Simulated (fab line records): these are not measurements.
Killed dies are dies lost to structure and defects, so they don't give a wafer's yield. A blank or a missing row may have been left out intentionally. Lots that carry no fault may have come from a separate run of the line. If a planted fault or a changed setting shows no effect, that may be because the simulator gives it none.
Matching of chambers || flow nandHarc || 4 sister chambers for NHARC_A_CHANNEL_FILL_D2_STRIP_28 on rieDiel-03
The step strips in O2, time 20 s. 4 wafers are shown with their chamber, then 7 later ones without.

== WAFERS PAIRED WITH THEIR CHAMBERS ==
{"wafer": "L235.2", "chamber": 0, "rfVppV (V)": 57.8}
{"wafer": "L238.4", "chamber": 3, "rfVppV (V)": 58.5}
{"wafer": "L240.3", "chamber": 1, "rfVppV (V)": 58.9}
{"wafer": "L240.4", "chamber": 2, "rfVppV (V)": 57.8}

== WAFERS MISSING THEIR CHAMBER ==
{"wafer": "L240.6", "rfVppV (V)": 59.0}
{"wafer": "L244.1", "rfVppV (V)": 58.7}
{"wafer": "L244.4", "rfVppV (V)": 58.5}
{"wafer": "L244.6", "rfVppV (V)": 57.7}
{"wafer": "L254.2", "rfVppV (V)": 58.7}
{"wafer": "L254.3", "rfVppV (V)": 58.4}
{"wafer": "L254.4", "rfVppV (V)": 58.4}

== THE CHAMBER EACH PASSED THROUGH ==
{"wafer": "L240.6", "from the rows above": 1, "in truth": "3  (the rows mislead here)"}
{"wafer": "L244.1", "from the rows above": "can't be placed: 1 or 3", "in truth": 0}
{"wafer": "L244.4", "from the rows above": 3, "in truth": 3}
{"wafer": "L244.6", "from the rows above": "can't be placed: 0 or 2", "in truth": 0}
{"wafer": "L254.2", "from the rows above": "can't be placed: 1 or 3", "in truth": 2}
{"wafer": "L254.3", "from the rows above": 3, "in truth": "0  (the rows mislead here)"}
{"wafer": "L254.4", "from the rows above": 3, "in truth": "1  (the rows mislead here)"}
Correctly placed: 1 of 7. These rows do not allow placing 3 (true chamber among the candidates in 1). Wrongly placed: 3.
How it was worked out, from the rows above alone: a wafer's distance from a chamber is the root of the sum, over the readings, of the square of ((its reading less the chamber's mean) divided by the reading's scatter). If the next closest chamber is less than 2 further off than the closest, the wafer can't be placed; otherwise it belongs to the closest. The mean given for a chamber averages the wafers shown for that chamber. The scatter: root of mean squared gap, hidden wafer to nearest shown wafer, with one shown wafer a chamber.
